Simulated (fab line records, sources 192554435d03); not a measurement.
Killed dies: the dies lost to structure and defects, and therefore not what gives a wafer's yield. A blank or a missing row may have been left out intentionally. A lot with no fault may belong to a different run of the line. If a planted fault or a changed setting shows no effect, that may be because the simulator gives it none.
fab line records	flow n5_finfet	part 1 of 2: steps 1 to 26 of 33
record: lots: 5	wafers: 15	last_day: 16
route steps=1938 shown BEOL_M11@1590 BEOL_M12@1602
lots that met no fault: taken from a fault-free run of the same line
start_h: start of the lot's first displayed wafer, in hours after the record's first day	wait_h: hours from the lot's prior step to this one	" identical to the entry in the row above	L1.1+2: one row covering several wafers at once	- no value present, or no start provided	* or withheld: withheld	< > ~ a bound
route shown NAME@n: names a module that has steps shown in the file, with the first one's number in the route	usual: mean/standard deviation taken from wafers without a fault	same: alike in all rows	chamber/n: place in a boat	sites: per-site readings	_std_site: standard deviation of those values	_edge_site: inner sites' mean taken away from outer sites' mean	radius_mm: how far each site lies from the wafer's centre	mask NAME#n: copy n	behind: the most recent tool/chamber to have shaped the wafer	hold: what put the lot on hold/how long, in hours/how the hold closed	device: which transistor (n, p or np) failed to switch	end of line: the route-end tests of the same wafers	where a step has no rows: the recipe by itself	killed: not the wafer's yield, but the dies lost to structure and defects at the first sort	map: shows each die of a wafer: x if killed, . if not, _ if none is there
set.NAME: the setting the step ran with; set.NAME@STEP: the setting that earlier step ran with	model.NAME: the simulator's own value behind a step, which no gauge read
lots at selected steps of the route; one table per step, one row per wafer
services: when a tool's chamber went out of use (start_h, in hours from the record's first day, below 0 if earlier), for how many hours, and the reason
== steps ==
step: N5_BEOL_M11_ALD_74
recipe: material: TaN	target_thk_a: 20	temp_c: 275	ald_precursor_family: PDMAT	ald_co_reactant: NH3	pressure_torr: 3	carrier_flow_sccm: 1500	pulse_time_s: 2	purge_time_s: 3	co_reactant_purge_time_s: 2	co_reactant_pulse_time_s: 3	ald_cycles: 40	precursor_vessel_temp_c: 75	precursor_vessel_pressure_torr: 26.25	precursor_vessel_carrier_sccm: 1000
usual: heater_power_outer_w: 234/22	heater_power_w: 419/35	precursor_vessel_pressure_torr: 26.26/0.055
same: ald_cycles: 40
lot.wafer	tool	chamber	start_h	wait_h	heater_power_outer_w	heater_power_w	precursor_vessel_pressure_torr
L075.1	ald_metal-03	1	251.39	0.0	267	488	26.29
L075.2	"	0	"	"	229	369	26.28
L075.5	"	0	"	"	220	381	26.26
L076.2	ald_metal-02	0	260.95	0.0	219	396	26.18
L076.4	"	0	"	"	228	400	26.20
L076.5	"	3	"	"	214	424	26.31
L082.1	ald_metal-02	1	294.44	0.3	205	415	26.30
L082.3	"	2	"	"	216	379	26.31
L082.5	"	2	"	"	209	386	26.31
L083.1	ald_metal-04	1	302.26	0.1	233	412	26.25
L083.3	"	3	"	"	224	401	26.26
L083.6	"	3	"	"	221	381	26.27
L092.1	ald_metal-02	3	353.79	0.0	216	421	26.38
L092.3	"	2	"	"	215	394	26.22
L092.4	"	1	"	"	207	400	26.17
step: N5_BEOL_M11_SURFACE_TREAT_76
recipe: gas: Ar	time_s: *	ion_energy_ev: *	ion_current_ma_cm2: 0.5	pressure_mtorr: *	ar_flow_sccm: 30
usual: throttle_valve_pct: *
lot.wafer	tool	chamber	start_h	wait_h	throttle_valve_pct
L075.1	pvd_sputter-01	-	251.74	0.2	*
L075.2	"	-	"	"	*
L075.5	"	-	"	"	*
L076.2	pvd_sputter-02	-	261.27	0.2	*
L076.4	"	-	"	"	*
L076.5	"	-	"	"	*
L082.1	pvd_sputter-01	-	294.77	0.2	*
L082.3	"	-	"	"	*
L082.5	"	-	"	"	*
L083.1	pvd_sputter-02	-	302.64	0.2	*
L083.3	"	-	"	"	*
L083.6	"	-	"	"	*
L092.1	pvd_sputter-02	-	354.32	0.4	*
L092.3	"	-	"	"	*
L092.4	"	-	"	"	*
step: N5_BEOL_M11_CVD_75
recipe: material: Co	target_thk_a: 20	temp_c: withheld	precursor: CCTBA/H2	pressure_torr: 30	time_s: 138.9
lot.wafer	tool	chamber	start_h	wait_h
L075.1+2+5	cvd_co-01	1,0,0	251.81	0.0
L076.2+4+5	cvd_co-02	0,1,2	261.33	0.0
L082.1+3+5	cvd_co-01	0,2,0	294.92	0.1
L083.1+3+6	cvd_co-01	0,2,0	302.78	0.1
L092.1+3+4	cvd_co-01	2,0,2	354.57	0.2
step: N5_BEOL_M11_SPUTTER_48
recipe: material: Cu	target_thk_a: 120	temp_c: -20	bias_v: 60	power_w: 26000	chamber_pressure_pa: 0.13	time_s: 2
usual: bias_v: 60.1/0.66	throttle_valve_pct: 30.6/0.89
lot.wafer	tool	chamber	start_h	wait_h	bias_v	throttle_valve_pct
L075.1	pvd_sputter-03	-	251.97	0.1	60.2	32.1
L075.2	"	-	"	"	61.2	29.7
L075.5	"	-	"	"	60.5	31.2
L076.2	pvd_sputter-02	-	261.51	0.1	59.7	30.6
L076.4	"	-	"	"	59.9	30.7
L076.5	"	-	"	"	60.0	30.5
L082.1	pvd_sputter-01	-	295.11	0.1	59.8	31.6
L082.3	"	-	"	"	58.9	31.1
L082.5	"	-	"	"	60.8	31.8
L083.1	pvd_sputter-01	-	303.14	0.3	60.5	30.0
L083.3	"	-	"	"	60.5	31.5
L083.6	"	-	"	"	59.6	30.1
L092.1	pvd_sputter-03	-	354.77	0.2	59.9	29.1
L092.3	"	-	"	"	59.0	30.1
L092.4	"	-	"	"	59.9	31.2
step: N5_BEOL_M11_ECD_50
recipe: material: Cu	target_thk_a: 3180
lot.wafer	tool	chamber	start_h	wait_h
L075.1+2+5	ecd_cu-02	0,1,1	252.17	0.2
L076.2+4+5	ecd_cu-01	0	261.62	0.1
L082.1+3+5	ecd_cu-01	1,1,0	295.23	0.1
L083.1+3+6	ecd_cu-01	0,0,1	303.53	0.3
L092.1+3+4	ecd_cu-02	0,0,1	354.90	0.1
step: N5_BEOL_M11_ANNEAL_51
recipe: temp_c: 225	time_s: 90	ambient: N2
usual: wafer_temp_C_max: 225.79/0.22
lot.wafer	tool	chamber	start_h	wait_h	wafer_temp_C_max
L075.1	rtp_anneal-02	0	252.50	0.3	225.54
L075.2	"	0	"	"	225.55
L075.5	"	0	"	"	225.96
L076.2	rtp_anneal-01	0	262.02	0.4	225.69
L076.4	"	0	"	"	226.01
L076.5	"	0	"	"	226.04
L082.1	rtp_anneal-02	0	295.34	0.1	225.87
L082.3	"	0	"	"	226.01
L082.5	"	0	"	"	225.69
L083.1	rtp_anneal-02	0	304.24	0.7	225.57
L083.3	"	0	"	"	225.66
L083.6	"	0	"	"	225.58
L092.1	rtp_anneal-02	0	355.19	0.3	225.31
L092.3	"	0	"	"	225.55
L092.4	"	0	"	"	225.34
step: N5_BEOL_M11_CMP_52
recipe: stop_on: SiCOH_lowk	t_overpolish_s: 7	down_force_psi: 1	platen_rpm: 50	clearing_platen_down_force_psi: 1.5	clearing_platen_rpm: 50	post_cmp_clean: cu_alkaline	target_thk_nm: 140	clearing_platen_pad_velocity_m_s: 0.99484	pad_velocity_m_s: 0.99484
usual: barrier_field_endpoint_s: 28.5/0.94	motor_current_A: 6.2/0.58	overpolish_run_s: 7.000/0.0091	pad_life_wafers: 1079/530	platen_rpm: 50.00/0.031	retaining_ring_pressure_frac: 1.000/0.005	time_to_endpoint_s: 63/3.8
lot.wafer	tool	chamber	start_h	wait_h	barrier_field_endpoint_s	motor_current_A	overpolish_run_s	pad_life_wafers	platen_rpm	retaining_ring_pressure_frac	time_to_endpoint_s
L075.2	cmp-01	1	252.80	0.2	29.7	7.3	7.012	1698	49.98	1.001	69
L075.1	"	3	"	"	29.7	5.7	7.016	1700	50.03	1.000	65
L075.5	"	2	"	"	29.9	6.1	6.989	-	49.99	1.003	68
L076.2	cmp-03	2	262.31	0.2	27.5	6.2	6.994	985	49.98	0.992	62
L076.4	"	3	"	"	27.1	6.3	7.004	986	50.02	0.993	57
L076.5	"	1	"	"	28.9	6.7	6.991	-	49.97	1.000	67
L082.3	cmp-04	0	295.67	0.2	28.0	6.0	6.991	379	50.06	0.994	63
L082.1	"	2	"	"	30.2	6.8	6.990	381	50.01	0.995	72
L082.5	"	0	"	"	27.8	6.1	6.995	-	50.00	0.996	64
L083.1	cmp-04	1	304.59	0.3	28.0	6.5	7.001	469	50.02	0.991	65
L083.3	"	3	"	"	27.1	6.0	7.002	471	49.96	0.995	60
L083.6	"	1	"	"	28.6	6.6	7.006	-	49.99	0.990	64
L092.4	cmp-01	2	355.49	0.1	27.9	6.3	7.013	498	49.95	1.003	61
L092.1	"	3	"	"	27.7	5.6	6.996	499	50.03	0.999	59
L092.3	"	0	"	"	27.6	5.3	7.015	500	49.99	1.007	62
step: N5_BEOL_M11_THK_MEAS_53
recipe: thk_meas_gauge: xrf	reads: Cu_of_BEOL_M11_ECD_50
usual: M11_THK: 138.2/2.4
lot.wafer	tool	chamber	start_h	wait_h	M11_THK[nm]
L075.1	film_metro-02	-	253.09	-	141.3
L075.2	"	-	"	"	139.9
L075.5	"	-	"	"	141.7
L076.2	film_metro-02	-	262.57	-	140.0
L076.4	"	-	"	"	136.0
L076.5	"	-	"	"	140.8
L082.1	film_metro-02	-	295.93	-	144.4
L082.3	"	-	"	"	139.4
L082.5	"	-	"	"	140.0
L083.1	film_metro-01	-	304.84	-	136.9
L083.3	"	-	"	"	136.6
L083.6	"	-	"	"	137.2
L092.1	film_metro-02	-	355.78	-	135.2
L092.3	"	-	"	"	134.9
L092.4	"	-	"	"	136.1
step: N5_BEOL_M11_PRE_CLEAN_55
recipe: gas: NH3	time_s: 15	temp_c: withheld	rf_power_w: 300
lot.wafer	tool	chamber	start_h	wait_h
L075.1+2+5	pecvd-01	1,2,0	253.13	0.0
L076.2+4+5	pecvd-02	0,1,2	262.60	0.0
L082.1+3+5	pecvd-01	2,0,1	295.97	0.0
L083.1+3+6	pecvd-02	1,1,0	304.88	0.0
L092.1+3+4	pecvd-01	1,2,2	355.82	0.0
step: N5_BEOL_M11_DEP_56
recipe: material: SiCN	target_thk_a: 300	temp_c: withheld	precursor: 3MS/NH3	pressure_torr: 3	rf_w: 675	time_s: 10.5
usual: showerhead_plenum_p_Torr: 4.163/0.021	throttle_valve_pct: 17.8/1.1
lot.wafer	tool	chamber	start_h	wait_h	showerhead_plenum_p_Torr	throttle_valve_pct
L075.1	pecvd-01	1	253.15	0.0	4.153	19.3
L075.2	"	2	"	"	4.146	15.9
L075.5	"	0	"	"	4.163	17.2
L076.2	pecvd-02	0	262.63	0.0	4.170	18.2
L076.4	"	1	"	"	4.186	20.0
L076.5	"	2	"	"	4.183	17.6
L082.1	pecvd-01	2	295.99	0.0	4.148	16.2
L082.3	"	0	"	"	4.144	17.2
L082.5	"	1	"	"	4.141	19.5
L083.1	pecvd-02	1	304.92	0.0	4.199	20.0
L083.3	"	1	"	"	4.195	19.9
L083.6	"	0	"	"	4.166	18.6
L092.1	pecvd-01	1	355.84	0.0	4.140	19.2
L092.3	"	2	"	"	4.162	16.2
L092.4	"	2	"	"	4.145	16.3
step: N5_BEOL_M11_RS_MEAS_57
recipe: thk_meas_gauge: four-point-probe	reads: Cu_of_BEOL_M11_ECD_50+Co_of_BEOL_M11_CVD_75+TaN_of_BEOL_M11_ALD_74
usual: M11_RS: 0.1521/0.0027
lot.wafer	tool	chamber	start_h	wait_h	M11_RS[ohm/sq]
L075.1	film_metro-01	-	253.22	0.0	0.1500
L075.2	"	-	"	"	0.1524
L075.5	"	-	"	"	0.1503
L076.2	film_metro-01	-	262.69	0.0	0.1502
L076.4	"	-	"	"	0.1555
L076.5	"	-	"	"	0.1493
L082.1	film_metro-02	-	296.06	0.0	0.1454
L082.3	"	-	"	"	0.1509
L082.5	"	-	"	"	0.1514
L083.1	film_metro-01	-	305.00	0.1	0.1535
L083.3	"	-	"	"	0.1525
L083.6	"	-	"	"	0.1522
L092.1	film_metro-02	-	355.92	0.1	0.1550
L092.3	"	-	"	"	0.1550
L092.4	"	-	"	"	0.1543
step: N5_BEOL_M11_INSPECT_58
recipe: inspect_instrument: darkfield	mode: post_dep
usual: raw_defect_count: 70/22
lot.wafer	tool	chamber	start_h	wait_h	raw_defect_count
L075.1	defect_inspect-02	-	253.24	0.0	84
L075.2	"	-	"	"	70
L075.5	"	-	"	"	93
L076.2	defect_inspect-01	-	262.72	0.0	78
L076.4	"	-	"	"	37
L076.5	"	-	"	"	64
L082.1	defect_inspect-01	-	296.08	0.0	79
L082.3	"	-	"	"	61
L082.5	"	-	"	"	57
L083.1	defect_inspect-02	-	305.02	0.0	66
L083.3	"	-	"	"	82
L083.6	"	-	"	"	41
L092.1	defect_inspect-01	-	355.95	0.0	64
L092.3	"	-	"	"	40
L092.4	"	-	"	"	27
step: N5_BEOL_M12_ILD_DEP_00
recipe: material: SiOC	target_thk_a: 6589.2	temp_c: 350	precursor: DEMS/O2	pressure_torr: 5	rf_w: 500	time_s: 130.7
usual: heater_power_outer_w: 264/51	heater_power_w: 491/71	showerhead_plenum_p_Torr: 5.696/0.015	throttle_valve_pct: 11.9/0.79
lot.wafer	tool	chamber	start_h	wait_h	heater_power_outer_w	heater_power_w	showerhead_plenum_p_Torr	throttle_valve_pct
L075.1	pecvd-02	1	253.28	0.0	218	439	5.717	12.9
L075.2	"	0	"	"	276	524	5.700	12.1
L075.5	"	2	"	"	207	385	5.707	11.6
L076.2	pecvd-01	2	262.76	0.0	225	418	5.694	10.6
L076.4	"	0	"	"	338	568	5.684	11.4
L076.5	"	2	"	"	263	461	5.693	10.5
L082.1	pecvd-02	1	296.12	0.0	214	437	5.713	13.1
L082.3	"	0	"	"	208	430	5.712	12.2
L082.5	"	2	"	"	274	469	5.694	11.7
L083.1	pecvd-01	2	305.06	0.0	220	399	5.690	10.4
L083.3	"	1	"	"	257	478	5.683	12.5
L083.6	"	1	"	"	177	404	5.669	12.3
L092.1	pecvd-02	1	355.98	0.0	228	449	5.726	13.2
L092.3	"	2	"	"	272	471	5.683	11.9
L092.4	"	0	"	"	202	436	5.713	12.2
step: N5_BEOL_M12_THK_MEAS_01
recipe: reads: SiOC_of_BEOL_M12_ILD_DEP_00
usual: M12_ILD_THK: 659/9
lot.wafer	tool	chamber	start_h	wait_h	M12_ILD_THK[nm]
L075.1	film_metro-02	-	253.41	0.1	663
L075.2	"	-	"	"	650
L075.5	"	-	"	"	676
L076.2	film_metro-02	-	262.94	0.1	651
L076.4	"	-	"	"	661
L076.5	"	-	"	"	656
L082.1	film_metro-02	-	296.25	0.1	671
L082.3	"	-	"	"	656
L082.5	"	-	"	"	678
L083.1	film_metro-01	-	305.19	0.1	649
L083.3	"	-	"	"	650
L083.6	"	-	"	"	645
L092.1	film_metro-01	-	356.11	0.1	661
L092.3	"	-	"	"	662
L092.4	"	-	"	"	663
step: N5_BEOL_M12_COAT_58
recipe: resist: BARC	temp_c: 205	time_s: 60	spin_rpm: 1500	resist_thk_nm: 89
lot.wafer	tool	chamber	start_h	wait_h
L075.1+2+5	litho_track-02	0	253.44	0.0
L076.2+4+5	litho_track-01	0	262.97	0.0
L082.1+3+5	litho_track-03	0	296.28	0.0
L083.1+3+6	litho_track-02	0	305.22	0.0
L092.1+3+4	litho_track-03	0	356.15	0.0
step: N5_BEOL_M12_COAT_04
recipe: spin_rpm: 1625	resist_thk_nm: 400
lot.wafer	tool	chamber	start_h	wait_h
L075.1+2+5	litho_track-02	0	-	-
L076.2+4+5	litho_track-01	0	-	-
L082.1+3+5	litho_track-03	0	-	-
L083.1+3+6	litho_track-02	0	-	-
L092.1+3+4	litho_track-03	0	-	-
step: N5_BEOL_M12_EBR_06
recipe: solvent: PGMEA	ebr_width_mm: 1.5
lot.wafer	tool	chamber	start_h	wait_h
L075.1+2+5	litho_track-02	0	-	-
L076.2+4+5	litho_track-01	0	-	-
L082.1+3+5	litho_track-03	0	-	-
L083.1+3+6	litho_track-02	0	-	-
L092.1+3+4	litho_track-03	0	-	-
step: N5_BEOL_M12_SOFTBAKE_05
recipe: temp_c: 130	time_s: 60
lot.wafer	tool	chamber	start_h	wait_h
L075.1+2+5	litho_track-02	0	-	-
L076.2+4+5	litho_track-01	0	-	-
L082.1+3+5	litho_track-03	0	-	-
L083.1+3+6	litho_track-02	0	-	-
L092.1+3+4	litho_track-03	0	-	-
step: N5_BEOL_M12_EXPOSE_07
recipe: mask_id: V11	na: 0.93	source_shape: conventional	sigma_outer: 0.6	polarization: unpolarized	attpsm_phase_deg: 180	dose_mj: 32.5
usual: stage_vel_mm_s: 500.04/0.28
lot.wafer	tool	chamber	start_h	wait_h	mask	stage_vel_mm_s
L075.1	krf_scanner-02	0	253.54	-	V11#0	500.00
L075.2	"	0	"	"	V11#0	499.89
L075.5	"	0	"	"	V11#0	500.09
L076.2	krf_scanner-02	0	263.07	-	V11#0	499.84
L076.4	"	0	"	"	V11#0	499.44
L076.5	"	0	"	"	V11#0	499.96
L082.1	krf_scanner-01	0	296.51	-	V11#0	500.51
L082.3	"	0	"	"	V11#0	500.18
L082.5	"	0	"	"	V11#0	500.55
L083.1	krf_scanner-02	0	305.45	-	V11#0	500.03
L083.3	"	0	"	"	V11#0	499.80
L083.6	"	0	"	"	V11#0	499.90
L092.1	krf_scanner-02	0	356.25	-	V11#0	500.60
L092.3	"	0	"	"	V11#0	500.49
L092.4	"	0	"	"	V11#0	500.52
step: N5_BEOL_M12_PEB_08
recipe: peb_temp_c: 130	peb_time_s: 90
lot.wafer	tool	chamber	start_h	wait_h
L075.1+2+5	litho_track-03	0	253.60	0.1
L076.2+4+5	litho_track-02	0	263.12	0.0
L082.1+3+5	litho_track-01	0	296.56	0.1
L083.1+3+6	litho_track-03	0	305.50	0.1
L092.1+3+4	litho_track-03	0	356.30	0.1
step: N5_BEOL_M12_DEVELOP_09
recipe: develop_time_s: 45	rinse_liquid: diw	dry: air_spin	dev_temp_c: 21
lot.wafer	tool	chamber	start_h	wait_h
L075.1+2+5	litho_track-03	0	-	-
L076.2+4+5	litho_track-02	0	-	-
L082.1+3+5	litho_track-01	0	-	-
L083.1+3+6	litho_track-03	0	-	-
L092.1+3+4	litho_track-03	0	-	-
step: N5_BEOL_M12_HARDBAKE_14
recipe: temp_c: 130	time_s: 120
lot.wafer	tool	chamber	start_h	wait_h
L075.1+2+5	litho_track-03	0	-	-
L076.2+4+5	litho_track-02	0	-	-
L082.1+3+5	litho_track-01	0	-	-
L083.1+3+6	litho_track-03	0	-	-
L092.1+3+4	litho_track-03	0	-	-
step: N5_BEOL_M12_CD_MEAS_10
recipe: target_cd_nm: 140	landing_energy_ev: 500	detector: se_inlens	polarity: opening
usual: cd_nm: 141.0/2.2
lot.wafer	tool	chamber	start_h	wait_h	cd_nm
L075.1	cd_sem-01	0	253.72	-	141.7
L075.2	"	0	"	"	140.4
L075.5	"	0	"	"	137.1
L076.2	cd_sem-01	0	263.24	-	140.9
L076.4	"	0	"	"	140.4
L076.5	"	0	"	"	142.6
L082.1	cd_sem-02	0	296.68	-	141.1
L082.3	"	0	"	"	141.3
L082.5	"	0	"	"	141.2
L083.1	cd_sem-03	0	305.62	-	143.1
L083.3	"	0	"	"	143.4
L083.6	"	0	"	"	139.4
L092.1	cd_sem-03	0	356.42	-	140.0
L092.3	"	0	"	"	142.6
L092.4	"	0	"	"	139.0
step: N5_BEOL_M12_OVL_MEAS_11
recipe: points_per_wafer: 44
usual: V11_OVL: -5/5.7
lot.wafer	tool	chamber	start_h	wait_h	V11_OVL[nm]
L075.1	overlay-01	0	253.75	0.0	-3
L075.2	"	0	"	"	-2
L075.5	"	0	"	"	0
L076.2	overlay-01	0	263.27	0.0	-5
L076.4	"	0	"	"	-6
L076.5	"	0	"	"	2
L082.1	overlay-02	0	296.71	0.0	9
L082.3	"	0	"	"	4
L082.5	"	0	"	"	-1
L083.1	overlay-02	0	305.65	0.0	-13
L083.3	"	0	"	"	-13
L083.6	"	0	"	"	-5
L092.1	overlay-01	0	356.45	0.0	0
L092.3	"	0	"	"	-1
L092.4	"	0	"	"	-9
step: N5_BEOL_M12_INSPECT_12
recipe: mode: adi	inspect_instrument: macro
usual: raw_defect_count: 2.3/1.6
lot.wafer	tool	chamber	start_h	wait_h	raw_defect_count
L075.1	defect_inspect-02	-	253.77	0.0	1
L075.2	"	-	"	"	3
L075.5	"	-	"	"	1
L076.2	defect_inspect-01	-	263.29	0.0	6
L076.4	"	-	"	"	2
L076.5	"	-	"	"	3
L082.1	defect_inspect-02	-	296.74	0.0	2
L082.3	"	-	"	"	5
L082.5	"	-	"	"	1
L083.1	defect_inspect-01	-	305.67	0.0	2
L083.3	"	-	"	"	1
L083.6	"	-	"	"	6
L092.1	defect_inspect-01	-	356.47	0.0	0
L092.3	"	-	"	"	1
L092.4	"	-	"	"	2
step: N5_BEOL_M12_DESCUM_15
recipe: chemistry: O2	time_s: 7.9	source_power_w: 50	bias_power_w: 20	pressure_mtorr: 20	rf_frequency_hz: 2.712e+07	temp_c: 40	o2_flow_sccm: 225
usual: bias_power_w: 20.01/0.059	drypump_motor_current_A: 5.8/0.34	oes_product_au: 0.81/0.077	rf_vpp_V: 243.5/1.4	showerhead_plenum_p_Torr: 2.10/0.078	throttle_valve_pct: 20.45/0.17
lot.wafer	tool	chamber	start_h	wait_h	bias_power_w	drypump_motor_current_A	oes_product_au	rf_hours_counter_h	rf_vpp_V	showerhead_plenum_p_Torr	throttle_valve_pct
L075.1	rie_diel-01	2	253.95	0.2	20.02	6.2	0.92	44	243.6	2.11	20.31
L075.2	"	1	"	"	19.96	5.9	0.77	136	244.1	2.21	20.49
L075.5	"	0	"	"	19.90	6.2	0.76	-	244.0	2.07	20.44
L076.2	rie_diel-05	0	263.68	0.4	20.09	5.8	0.73	210	243.1	2.05	20.26
L076.4	"	1	"	"	20.04	5.8	0.85	71	243.7	2.14	20.30
L076.5	"	2	"	"	20.01	5.9	0.89	-	242.1	2.03	20.67
L082.1	rie_diel-01	1	296.80	0.1	20.10	5.9	0.74	151	245.8	2.21	20.50
L082.3	"	2	"	"	19.99	6.2	0.88	59	243.2	2.11	20.35
L082.5	"	0	"	"	20.01	6.2	0.74	-	243.3	2.07	20.47
L083.1	rie_diel-05	1	305.71	0.0	20.05	5.9	0.85	83	243.9	2.14	20.32
L083.3	"	0	"	"	20.03	5.8	0.72	222	243.2	2.04	20.27
L083.6	"	1	"	"	19.99	5.8	0.85	-	243.8	2.14	20.31
L092.1	rie_diel-05	3	356.72	0.2	20.02	5.3	0.83	74	244.7	2.01	20.62
L092.3	"	0	"	"	20.00	5.8	0.71	240	241.5	2.04	20.30
L092.4	"	1	"	"	19.98	5.8	0.82	100	244.0	2.13	20.35
